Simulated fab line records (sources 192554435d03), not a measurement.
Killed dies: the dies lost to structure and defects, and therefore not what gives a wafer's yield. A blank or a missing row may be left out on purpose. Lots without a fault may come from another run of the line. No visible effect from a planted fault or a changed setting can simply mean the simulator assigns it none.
fab line records -- flow n5_finfet -- part 1 of 2: steps 1 to 20 of 34
record: lots: 5, wafers: 15, last_day: 16
route steps=1938 shown WELL_APT@55 PMOS_HMC_CHANNEL_EPI@57
lots with no fault: from the same line, run without faults
start_h: hours from the record's opening day to when the first of the lot's shown wafers began -- wait_h: time in hours since the lot's previous step -- " unchanged from the row above -- L1.1+2: several wafers, shown together as one row -- - no value, or no start given -- * or withheld: withheld -- < > ~ a bound
route shown NAME@n: names a module that has steps shown in the file, with the first one's number in the route -- usual: mean and standard deviation over wafers with no fault -- same: alike in all rows -- chamber/n: place in a boat -- sites: per-site readings -- _std_site: the values' standard deviation -- _edge_site: inner sites' mean taken away from outer sites' mean -- radius_mm: for every site, how far away it sits from the centre of the wafer -- mask NAME#n: copy n -- behind: the tool/chamber that last shaped the wafer -- hold: the reason the lot was held/the length of the hold in hours/how it ended -- device: the transistor (n, p or np) that didn't switch -- end of line: tests run on the same wafers once the route is complete -- where a step has no rows: the recipe by itself -- killed: at the first sort, the dies lost to defects and structure; wafer yield is something else -- map: a wafer's dies, x killed, . not, _ none there
set.NAME: the setting as run; set.NAME@STEP: as run at that earlier step -- model.NAME: the simulator's own value behind a step, which no gauge read
certain route steps with their lots: each step a table, each wafer a row
services: a tool's chamber out of use, with start hour (start_h, from the record's first day; less than 0 if before it), hours out, and reason
== steps ==
step: N5_WELL_APT_EPI_41
recipe: material: Si, target_thk_a: 500, temp_c: 650, precursor: SiH4/H2, pressure_torr: 20, time_s: 297.7
usual: susceptor_temp_C: 650.01/0.28, throttle_valve_pct: 11.0/0.32
lot.wafer,tool,chamber,start_h,wait_h,susceptor_temp_C,throttle_valve_pct
L078.1,epi_rpcvd-01,0,40.12,0.0,650.03,10.7
L078.2,epi_rpcvd-01,0,40.12,0.0,649.99,10.8
L078.6,epi_rpcvd-01,0,40.12,0.0,650.21,10.8
L083.1,epi_rpcvd-01,0,69.94,0.0,650.07,11.1
L083.4,epi_rpcvd-01,0,69.94,0.0,649.57,10.7
L083.5,epi_rpcvd-01,0,69.94,0.0,650.38,10.9
L087.1,epi_rpcvd-03,0,95.43,0.0,649.74,10.9
L087.2,epi_rpcvd-03,0,95.43,0.0,650.31,11.0
L087.5,epi_rpcvd-03,0,95.43,0.0,649.80,11.1
L092.1,epi_rpcvd-03,0,124.13,0.0,649.90,11.1
L092.2,epi_rpcvd-03,0,124.13,0.0,650.03,11.0
L092.4,epi_rpcvd-03,0,124.13,0.0,649.88,11.2
L093.1,epi_rpcvd-02,0,130.98,0.0,649.97,11.6
L093.3,epi_rpcvd-02,0,130.98,0.0,649.97,11.4
L093.5,epi_rpcvd-02,0,130.98,0.0,649.78,11.5
step: N5_WELL_APT_INSPECT_38
recipe: inspect_instrument: darkfield, mode: post_epi
usual: raw_defect_count: 13/5.3
lot.wafer,tool,chamber,start_h,wait_h,raw_defect_count
L078.1,defect_inspect-01,-,40.96,0.7,1
L078.2,defect_inspect-01,-,40.96,0.7,7
L078.6,defect_inspect-01,-,40.96,0.7,6
L083.1,defect_inspect-01,-,70.58,0.5,14
L083.4,defect_inspect-01,-,70.58,0.5,17
L083.5,defect_inspect-01,-,70.58,0.5,11
L087.1,defect_inspect-01,-,96.27,0.7,9
L087.2,defect_inspect-01,-,96.27,0.7,10
L087.5,defect_inspect-01,-,96.27,0.7,7
L092.1,defect_inspect-02,-,124.96,0.7,8
L092.2,defect_inspect-02,-,124.96,0.7,15
L092.4,defect_inspect-02,-,124.96,0.7,15
L093.1,defect_inspect-02,-,131.61,0.5,11
L093.3,defect_inspect-02,-,131.61,0.5,8
L093.5,defect_inspect-02,-,131.61,0.5,11
step: N5_PMOS_HMC_CHANNEL_EPI_HM_DEP_34
recipe: material: SiO2, target_thk_a: 360, temp_c: 400, precursor: TEOS/O2, pressure_torr: 6.5, rf_w: 900, teos_flow_sccm: 161.4, gas: O2, flow_sccm: 2650, time_s: 6.9
usual: heater_power_w: 535/56, showerhead_plenum_p_Torr: 8.34/0.035, susceptor_temp_C: 400.02/0.18, throttle_valve_pct: 18.4/0.97
lot.wafer,tool,chamber,start_h,wait_h,heater_power_w,showerhead_plenum_p_Torr,susceptor_temp_C,throttle_valve_pct
L078.1,pecvd-02,0,40.99,0.0,475,8.39,400.05,20.4
L078.2,pecvd-02,1,40.99,0.0,534,8.33,400.09,19.4
L078.6,pecvd-02,1,40.99,0.0,540,8.35,399.97,19.4
L083.1,pecvd-03,2,70.61,0.0,482,8.35,400.09,17.7
L083.4,pecvd-03,0,70.61,0.0,543,8.35,400.21,18.6
L083.5,pecvd-03,2,70.61,0.0,471,8.34,400.11,17.8
L087.1,pecvd-01,2,96.30,0.0,641,8.28,400.10,16.9
L087.2,pecvd-01,0,96.30,0.0,625,8.39,399.97,18.5
L087.5,pecvd-01,1,96.30,0.0,526,8.33,400.06,17.9
L092.1,pecvd-01,2,125.00,0.0,582,8.27,399.96,17.1
L092.2,pecvd-01,1,125.00,0.0,491,8.34,400.14,18.1
L092.4,pecvd-01,2,125.00,0.0,591,8.27,400.13,17.1
L093.1,pecvd-03,2,131.65,0.0,481,8.33,399.42,18.0
L093.3,pecvd-03,0,131.65,0.0,549,8.33,399.88,18.5
L093.5,pecvd-03,0,131.65,0.0,544,8.35,399.80,18.1
step: N5_PMOS_HMC_CHANNEL_EPI_COAT_31
recipe: resist: BARC, temp_c: 205, time_s: 60, spin_rpm: 1500, resist_thk_nm: 66
lot.wafer,tool,chamber,start_h,wait_h
L078.1+2+6,litho_track-02,0,41.06,0.1
L083.1+4+5,litho_track-05,0,70.67,0.0
L087.1+2+5,litho_track-01,0,96.36,0.0
L092.1+2+4,litho_track-02,0,125.06,0.0
L093.1+3+5,litho_track-02,0,131.71,0.0
step: N5_PMOS_HMC_CHANNEL_EPI_COAT_03
recipe: resist: CAR-ArF-block, spin_rpm: 1500, resist_thk_nm: 205
lot.wafer,tool,chamber,start_h,wait_h
L078.1+2+6,litho_track-02,0,-,-
L083.1+4+5,litho_track-05,0,-,-
L087.1+2+5,litho_track-01,0,-,-
L092.1+2+4,litho_track-02,0,-,-
L093.1+3+5,litho_track-02,0,-,-
step: N5_PMOS_HMC_CHANNEL_EPI_EBR_05
recipe: solvent: PGMEA, ebr_width_mm: 1.5
same: ebr_width_mm: 1.5
lot.wafer,tool,chamber,start_h,wait_h
L078.1+2+6,litho_track-02,0,-,-
L083.1+4+5,litho_track-05,0,-,-
L087.1+2+5,litho_track-01,0,-,-
L092.1+2+4,litho_track-02,0,-,-
L093.1+3+5,litho_track-02,0,-,-
step: N5_PMOS_HMC_CHANNEL_EPI_SOFTBAKE_04
recipe: temp_c: 110, time_s: 60, resist: CAR-ArF-block
lot.wafer,tool,chamber,start_h,wait_h
L078.1+2+6,litho_track-02,0,-,-
L083.1+4+5,litho_track-05,0,-,-
L087.1+2+5,litho_track-01,0,-,-
L092.1+2+4,litho_track-02,0,-,-
L093.1+3+5,litho_track-02,0,-,-
step: N5_PMOS_HMC_CHANNEL_EPI_EXPOSE_06
recipe: mask_id: PMOS_HMC_BLK, na: 1.35, source_shape: conventional, sigma_outer: 0.8, polarization: unpolarized, target_cd_nm: 240, dose_mj: 41
usual: exposure_dose_mJ_cm2: 40.98/0.045
same: na: 1.35
lot.wafer,tool,chamber,start_h,wait_h,mask,exposure_dose_mJ_cm2
L078.1,arfi_scanner-03,0,41.29,-,PMOS_HMC_BLK#0,40.92
L078.2,arfi_scanner-03,0,41.29,-,PMOS_HMC_BLK#0,40.96
L078.6,arfi_scanner-03,0,41.29,-,PMOS_HMC_BLK#0,41.00
L083.1,arfi_scanner-01,0,70.89,-,PMOS_HMC_BLK#0,40.99
L083.4,arfi_scanner-01,0,70.89,-,PMOS_HMC_BLK#0,41.03
L083.5,arfi_scanner-01,0,70.89,-,PMOS_HMC_BLK#0,40.98
L087.1,arfi_scanner-02,0,96.58,-,PMOS_HMC_BLK#0,41.05
L087.2,arfi_scanner-02,0,96.58,-,PMOS_HMC_BLK#0,41.06
L087.5,arfi_scanner-02,0,96.58,-,PMOS_HMC_BLK#0,41.12
L092.1,arfi_scanner-02,0,125.16,-,PMOS_HMC_BLK#0,40.98
L092.2,arfi_scanner-02,0,125.16,-,PMOS_HMC_BLK#0,40.91
L092.4,arfi_scanner-02,0,125.16,-,PMOS_HMC_BLK#0,40.93
L093.1,arfi_scanner-03,0,131.93,-,PMOS_HMC_BLK#0,40.93
L093.3,arfi_scanner-03,0,131.93,-,PMOS_HMC_BLK#0,41.03
L093.5,arfi_scanner-03,0,131.93,-,PMOS_HMC_BLK#0,41.00
step: N5_PMOS_HMC_CHANNEL_EPI_PEB_07
recipe: peb_temp_c: 110, peb_time_s: 60, resist: CAR-ArF-block
same: peb_time_s: 60
lot.wafer,tool,chamber,start_h,wait_h
L078.1+2+6,litho_track-01,0,41.34,0.1
L083.1+4+5,litho_track-01,0,70.95,0.1
L087.1+2+5,litho_track-02,0,96.64,0.1
L092.1+2+4,litho_track-01,0,125.21,0.1
L093.1+3+5,litho_track-01,0,131.99,0.1
step: N5_PMOS_HMC_CHANNEL_EPI_DEVELOP_08
recipe: develop_time_s: 30, developer: TMAH, resist: CAR-ArF-block, dev_temp_c: 23, rinse_liquid: diw, dry: air_spin
lot.wafer,tool,chamber,start_h,wait_h
L078.1+2+6,litho_track-01,0,-,-
L083.1+4+5,litho_track-01,0,-,-
L087.1+2+5,litho_track-02,0,-,-
L092.1+2+4,litho_track-01,0,-,-
L093.1+3+5,litho_track-01,0,-,-
step: N5_PMOS_HMC_CHANNEL_EPI_CD_MEAS_09
recipe: target_cd_nm: 237.4, landing_energy_ev: 500, detector: se_inlens
usual: cd_nm: 237.1/0.84
lot.wafer,tool,chamber,start_h,wait_h,cd_nm
L078.1,cd_sem-01,0,41.41,-,238.1
L078.2,cd_sem-01,0,41.41,-,238.0
L078.6,cd_sem-01,0,41.41,-,238.3
L083.1,cd_sem-03,0,71.02,-,236.8
L083.4,cd_sem-03,0,71.02,-,237.3
L083.5,cd_sem-03,0,71.02,-,236.9
L087.1,cd_sem-03,0,96.71,-,235.4
L087.2,cd_sem-03,0,96.71,-,236.3
L087.5,cd_sem-03,0,96.71,-,235.8
L092.1,cd_sem-02,0,125.28,-,237.2
L092.2,cd_sem-02,0,125.28,-,238.4
L092.4,cd_sem-02,0,125.28,-,237.2
L093.1,cd_sem-01,0,132.05,-,237.9
L093.3,cd_sem-01,0,132.05,-,238.7
L093.5,cd_sem-01,0,132.05,-,237.4
step: N5_PMOS_HMC_CHANNEL_EPI_OVL_MEAS_10
recipe: points_per_wafer: 44
usual: PMOS_HMC_BLK_OVL: -0.5/0.62
lot.wafer,tool,chamber,start_h,wait_h,PMOS_HMC_BLK_OVL[nm]
L078.1,overlay-02,0,41.44,0.0,0.1
L078.2,overlay-02,0,41.44,0.0,-1.0
L078.6,overlay-02,0,41.44,0.0,-0.6
L083.1,overlay-02,0,71.05,0.0,0.4
L083.4,overlay-02,0,71.05,0.0,-0.3
L083.5,overlay-02,0,71.05,0.0,-0.3
L087.1,overlay-02,0,96.74,0.0,1.1
L087.2,overlay-02,0,96.74,0.0,0.0
L087.5,overlay-02,0,96.74,0.0,0.7
L092.1,overlay-01,0,125.31,0.0,-0.9
L092.2,overlay-01,0,125.31,0.0,-1.6
L092.4,overlay-01,0,125.31,0.0,-1.1
L093.1,overlay-01,0,132.09,0.0,-0.9
L093.3,overlay-01,0,132.09,0.0,-1.4
L093.5,overlay-01,0,132.09,0.0,0.5
step: N5_PMOS_HMC_CHANNEL_EPI_INSPECT_11
recipe: mode: adi, inspect_instrument: macro
usual: raw_defect_count: 2.2/1.4
lot.wafer,tool,chamber,start_h,wait_h,raw_defect_count
L078.1,defect_inspect-01,-,41.47,0.0,4
L078.2,defect_inspect-01,-,41.47,0.0,2
L078.6,defect_inspect-01,-,41.47,0.0,0
L083.1,defect_inspect-02,-,71.07,0.0,4
L083.4,defect_inspect-02,-,71.07,0.0,1
L083.5,defect_inspect-02,-,71.07,0.0,2
L087.1,defect_inspect-01,-,96.76,0.0,0
L087.2,defect_inspect-01,-,96.76,0.0,6
L087.5,defect_inspect-01,-,96.76,0.0,2
L092.1,defect_inspect-01,-,125.33,0.0,2
L092.2,defect_inspect-01,-,125.33,0.0,5
L092.4,defect_inspect-01,-,125.33,0.0,1
L093.1,defect_inspect-01,-,132.11,0.0,2
L093.3,defect_inspect-01,-,132.11,0.0,1
L093.5,defect_inspect-01,-,132.11,0.0,1
step: N5_PMOS_HMC_CHANNEL_EPI_DESCUM_14
recipe: chemistry: O2, time_s: 7.9, source_power_w: 50, bias_power_w: 20, pressure_mtorr: 20, rf_frequency_hz: 2.712e+07, temp_c: 40, resist: CAR-ArF-block, o2_flow_sccm: 225
usual: drypump_motor_current_A: 5.8/0.43, oes_product_au: 0.77/0.085, rf_vpp_V: 243.4/1.6, showerhead_plenum_p_Torr: 2.10/0.082, throttle_valve_pct: 20.46/0.23
lot.wafer,tool,chamber,start_h,wait_h,drypump_motor_current_A,oes_product_au,rf_hours_counter_h,rf_vpp_V,showerhead_plenum_p_Torr,throttle_valve_pct
L078.1,rie_diel-06,3,41.70,0.2,5.9,0.89,36,244.9,2.23,20.09
L078.2,rie_diel-06,0,41.70,0.2,5.9,0.70,197,243.1,2.08,20.54
L078.6,rie_diel-06,2,41.70,0.2,5.2,0.68,-,244.1,2.15,20.66
L083.1,rie_diel-06,3,71.10,0.0,5.9,0.89,46,245.1,2.22,20.12
L083.4,rie_diel-06,0,71.10,0.0,6.0,0.70,207,242.1,2.07,20.54
L083.5,rie_diel-06,1,71.10,0.0,6.1,0.67,-,244.3,2.15,20.38
L087.1,rie_diel-06,2,98.17,1.4,5.2,0.93,14,243.6,2.14,20.35
L087.2,rie_diel-06,0,98.17,1.4,6.0,0.69,215,242.2,2.07,20.55
L087.5,rie_diel-06,0,98.17,1.4,5.9,0.69,-,243.9,2.07,20.56
L092.1,rie_diel-03,2,126.30,1.0,5.3,0.77,126,242.2,2.02,20.49
L092.2,rie_diel-03,3,126.30,1.0,5.3,0.67,232,242.4,2.06,20.73
L092.4,rie_diel-03,1,126.30,1.0,5.9,0.75,145,245.6,2.19,20.63
L093.1,rie_diel-02,0,132.14,0.0,6.0,0.86,54,247.0,2.22,20.08
L093.3,rie_diel-02,2,132.14,0.0,6.2,0.76,173,242.4,1.99,20.72
L093.5,rie_diel-02,0,132.14,0.0,6.0,0.86,-,244.3,2.22,20.09
step: N5_PMOS_HMC_CHANNEL_EPI_ETCH_32
recipe: chemistry: N2/H2, target: BARC, stop_on: SiO2, target_depth_a: 858, over_etch_frac: 0.3, time_s: 50.3, ion_energy_ev: 200, mask_material: CAR-ArF-block, pressure_mtorr: 30, source_w: 840, bias_w: 150, n2_flow_sccm: 200, h2_flow_sccm: 200
usual: drypump_motor_current_A: 5.8/0.44, h2_flow_sccm: 200.0/0.69, oes_product_au: 0.66/0.069, rf_vpp_V: 524.2/2.8, showerhead_plenum_p_Torr: 2.56/0.098, throttle_valve_pct: 17.95/0.26
same: over_etch_frac: 0.3
lot.wafer,tool,chamber,start_h,wait_h,drypump_motor_current_A,h2_flow_sccm,oes_product_au,rf_hours_counter_h,rf_vpp_V,showerhead_plenum_p_Torr,throttle_valve_pct
L078.1,rie_diel-06,3,41.74,0.0,5.8,199.1,0.77,36,528.2,2.70,17.62
L078.2,rie_diel-06,0,41.74,0.0,6.0,199.7,0.60,197,524.2,2.52,17.97
L078.6,rie_diel-06,2,41.74,0.0,5.2,199.8,0.58,-,526.5,2.60,18.11
L083.1,rie_diel-06,3,71.14,0.0,5.9,199.9,0.75,46,528.5,2.70,17.65
L083.4,rie_diel-06,0,71.14,0.0,6.0,199.8,0.60,207,523.4,2.52,18.02
L083.5,rie_diel-06,1,71.14,0.0,6.2,199.4,0.58,-,524.7,2.60,17.85
L087.1,rie_diel-06,2,98.20,0.0,5.2,200.6,0.79,14,524.6,2.59,17.74
L087.2,rie_diel-06,0,98.20,0.0,5.9,200.1,0.59,215,522.5,2.51,18.03
L087.5,rie_diel-06,0,98.20,0.0,6.0,200.0,0.59,-,523.4,2.51,18.02
L092.1,rie_diel-03,2,126.34,0.0,5.3,198.3,0.67,126,521.7,2.46,18.08
L092.2,rie_diel-03,3,126.34,0.0,5.3,199.8,0.59,232,523.6,2.51,18.19
L092.4,rie_diel-03,1,126.34,0.0,5.9,199.9,0.65,145,526.9,2.66,18.21
L093.1,rie_diel-02,0,132.18,0.0,6.0,200.7,0.74,54,528.0,2.69,17.49
L093.3,rie_diel-02,2,132.18,0.0,6.2,199.7,0.64,173,520.2,2.43,18.25
L093.5,rie_diel-02,0,132.18,0.0,6.0,200.2,0.73,-,527.8,2.69,17.48
step: N5_PMOS_HMC_CHANNEL_EPI_HM_OPEN_15
recipe: chemistry: CHF3/O2, target: SiO2, mask_material: CAR-ArF-block, target_depth_a: 406, CHF3_flow_sccm: 50, O2_flow_sccm: 5, Ar_flow_sccm: 200, time_s: 20.3, pressure_mtorr: 30, source_w: 650, bias_w: 170, ion_energy_ev: 200
usual: O2_flow_sccm: 5.000/0.015, drypump_motor_current_A: 5.8/0.43, oes_product_au: 0.77/0.084, rf_vpp_V: 526/6.3, showerhead_plenum_p_Torr: 2.42/0.089, throttle_valve_pct: 18.94/0.25
lot.wafer,tool,chamber,start_h,wait_h,O2_flow_sccm,drypump_motor_current_A,oes_product_au,rf_hours_counter_h,rf_vpp_V,showerhead_plenum_p_Torr,throttle_valve_pct
L078.1,rie_diel-06,3,41.78,0.0,5.012,5.8,0.90,36,517,2.55,18.52
L078.2,rie_diel-06,0,41.78,0.0,4.976,5.9,0.70,197,516,2.39,19.01
L078.6,rie_diel-06,2,41.78,0.0,4.971,5.2,0.68,-,534,2.47,19.14
L083.1,rie_diel-06,3,71.18,0.0,5.011,5.8,0.89,46,517,2.55,18.55
L083.4,rie_diel-06,0,71.18,0.0,5.003,6.0,0.70,207,516,2.39,19.04
L083.5,rie_diel-06,1,71.18,0.0,4.990,6.2,0.67,-,519,2.48,18.93
L087.1,rie_diel-06,2,98.24,0.0,4.979,5.2,0.94,14,535,2.47,18.80
L087.2,rie_diel-06,0,98.24,0.0,4.987,6.0,0.68,215,517,2.39,19.05
L087.5,rie_diel-06,0,98.24,0.0,4.990,5.9,0.69,-,516,2.39,19.03
L092.1,rie_diel-03,2,126.38,0.0,4.989,5.3,0.77,126,522,2.32,18.94
L092.2,rie_diel-03,3,126.38,0.0,5.009,5.3,0.69,232,533,2.38,19.26
L092.4,rie_diel-03,1,126.38,0.0,4.987,5.9,0.76,145,524,2.51,19.09
L093.1,rie_diel-02,0,132.22,0.0,4.995,6.0,0.87,54,529,2.55,18.54
L093.3,rie_diel-02,2,132.22,0.0,4.996,6.2,0.75,173,523,2.31,19.26
L093.5,rie_diel-02,0,132.22,0.0,5.007,6.0,0.86,-,530,2.54,18.54
step: N5_PMOS_HMC_CHANNEL_EPI_STRIP_33
recipe: chemistry: N2/H2, power_w: 500, temp_c: 40, pressure_mtorr: 50, rf_frequency_hz: 6e+07, overash_fraction: 0.3, bias_power_w: 8, h2_frac: 0.5, n2_flow_sccm: 300, h2_flow_sccm: 300
usual: drypump_motor_current_A: 5.8/0.44, h2_flow_sccm: 299.9/0.87, oes_product_au: 0.77/0.086, rf_vpp_V: 54.3/1.8, showerhead_plenum_p_Torr: 3.38/0.12, throttle_valve_pct: 19.1/0.36
lot.wafer,tool,chamber,start_h,wait_h,drypump_motor_current_A,h2_flow_sccm,oes_product_au,rf_hours_counter_h,rf_vpp_V,showerhead_plenum_p_Torr,throttle_valve_pct
L078.1,rie_diel-06,3,41.83,0.0,5.9,301.2,0.90,36,54.1,3.56,19.0
L078.2,rie_diel-06,0,41.83,0.0,6.0,299.2,0.70,197,53.7,3.33,19.0
L078.6,rie_diel-06,2,41.83,0.0,5.3,300.1,0.67,-,55.5,3.43,19.3
L083.1,rie_diel-06,3,71.24,0.0,5.9,300.8,0.87,46,55.2,3.55,19.0
L083.4,rie_diel-06,0,71.24,0.0,6.0,299.2,0.69,207,56.3,3.32,19.0
L083.5,rie_diel-06,1,71.24,0.0,6.2,300.0,0.66,-,55.2,3.43,18.9
L087.1,rie_diel-06,2,98.30,0.0,5.2,301.3,0.95,14,55.2,3.42,19.0
L087.2,rie_diel-06,0,98.30,0.0,6.0,302.3,0.68,215,52.2,3.32,19.1
L087.5,rie_diel-06,0,98.30,0.0,6.0,301.4,0.69,-,55.2,3.32,19.1
L092.1,rie_diel-03,2,126.43,0.0,5.3,298.9,0.77,126,53.3,3.26,19.5
L092.2,rie_diel-03,3,126.43,0.0,5.3,299.5,0.68,232,55.4,3.32,19.0
L092.4,rie_diel-03,1,126.43,0.0,6.0,300.7,0.75,145,55.7,3.51,19.6
L093.1,rie_diel-02,0,132.28,0.0,6.1,300.1,0.87,54,52.7,3.55,18.4
L093.3,rie_diel-02,2,132.28,0.0,6.2,299.3,0.75,173,54.2,3.22,19.4
L093.5,rie_diel-02,0,132.28,0.0,6.1,300.4,0.87,-,54.5,3.55,18.4
step: N5_PMOS_HMC_CHANNEL_EPI_STRIP_17
recipe: chemistry: SPM, time_s: 750, temp_c: 130, h2so4_h2o2_vol_ratio: 4, dry: ipa_marangoni
lot.wafer,tool,chamber,start_h,wait_h
L078.1+2+6,wet_bench-05,"0,2,3",41.90,-
L083.1+4+5,wet_bench-05,"0,6,7",71.30,-
L087.1+2+5,wet_bench-05,"0,5,6",98.37,-
L092.1+2+4,wet_bench-02,"7,1,2",126.50,-
L093.1+3+5,wet_bench-05,"4,5,7",132.34,-
step: N5_PMOS_HMC_CHANNEL_EPI_ETCH_38
recipe: chemistry: CF4, target: SiO2, target_depth_a: 15, ion_energy_ev: 350, pressure_mtorr: 10, icp_w: 800, bias_w: 400, cf4_flow_sccm: 80
usual: cf4_flow_sccm: 80.03/0.24, drypump_motor_current_A: 5.7/0.4, he_backside_leak_sccm: 2.8/0.48, oes_product_au: 0.988/0.017, throttle_valve_pct: 21.75/0.2
lot.wafer,tool,chamber,start_h,wait_h,cf4_flow_sccm,drypump_motor_current_A,he_backside_leak_sccm,oes_product_au,rf_hours_counter_h,throttle_valve_pct
L078.1,rie_si-06,0,42.14,0.0,80.16,6.3,3.0,0.989,4,21.81
L078.2,rie_si-06,3,42.14,0.0,79.99,5.4,3.5,0.954,85,22.16
L078.6,rie_si-06,2,42.14,0.0,79.95,5.7,2.4,0.975,-,21.52
L083.1,rie_si-05,1,71.54,0.0,79.83,5.4,2.3,1.001,28,21.58
L083.4,rie_si-05,0,71.54,0.0,80.09,5.7,2.9,0.992,14,21.39
L083.5,rie_si-05,0,71.54,0.0,79.98,5.6,2.9,0.992,-,21.40
L087.1,rie_si-06,1,98.60,0.0,80.04,5.7,2.3,1.008,33,21.83
L087.2,rie_si-06,3,98.60,0.0,80.05,5.4,3.4,0.969,86,22.15
L087.5,rie_si-06,0,98.60,0.0,80.06,6.3,3.1,1.007,-,21.81
L092.1,rie_si-05,3,126.76,0.0,79.77,5.8,2.2,0.977,22,21.87
L092.2,rie_si-05,2,126.76,0.0,79.95,5.9,2.6,0.975,69,21.72
L092.4,rie_si-05,0,126.76,0.0,79.92,5.7,2.9,0.983,15,21.40
L093.1,rie_si-06,2,132.60,0.0,79.83,5.7,2.6,0.970,10,21.52
L093.3,rie_si-06,1,132.60,0.0,80.09,5.7,2.4,0.997,34,21.83
L093.5,rie_si-06,1,132.60,0.0,80.26,5.7,2.3,1.003,-,21.82
step: N5_PMOS_HMC_CHANNEL_EPI_FIN_RECESS_16
recipe: chemistry: HBr/Cl2, target: Si, mask_material: SiO2, target_depth_a: 540, time_s: 18, pressure_mtorr: 10, icp_w: 800, bias_w: 75, HBr_flow_sccm: 150, Cl2_flow_sccm: 80
usual: drypump_motor_current_A: 5.7/0.4, he_backside_leak_sccm: 2.8/0.43, oes_product_au: 0.989/0.014, throttle_valve_pct: 35.48/0.27
lot.wafer,tool,chamber,start_h,wait_h,drypump_motor_current_A,he_backside_leak_sccm,oes_product_au,rf_hours_counter_h,throttle_valve_pct
L078.1,rie_si-06,0,42.16,0.0,6.3,3.0,0.998,4,35.67
L078.2,rie_si-06,3,42.16,0.0,5.4,3.4,0.974,85,35.94
L078.6,rie_si-06,2,42.16,0.0,5.7,2.6,0.983,-,35.00
L083.1,rie_si-05,1,71.56,0.0,5.4,2.5,0.996,28,35.47
L083.4,rie_si-05,0,71.56,0.0,5.7,2.8,0.973,14,35.07
L083.5,rie_si-05,0,71.56,0.0,5.6,3.0,0.981,-,35.07
L087.1,rie_si-06,1,98.62,0.0,5.7,2.4,0.992,33,35.70
L087.2,rie_si-06,3,98.62,0.0,5.4,3.5,0.979,86,35.92
L087.5,rie_si-06,0,98.62,0.0,6.3,3.1,1.001,-,35.67
L092.1,rie_si-05,3,126.78,0.0,5.8,2.4,0.998,22,35.54
L092.2,rie_si-05,2,126.78,0.0,5.9,2.7,0.978,69,35.40
L092.4,rie_si-05,0,126.78,0.0,5.7,2.8,0.992,15,35.04
L093.1,rie_si-06,2,132.62,0.0,5.7,2.7,0.975,10,34.99
L093.3,rie_si-06,1,132.62,0.0,5.7,2.5,1.004,34,35.68
L093.5,rie_si-06,1,132.62,0.0,5.7,2.3,0.998,-,35.69
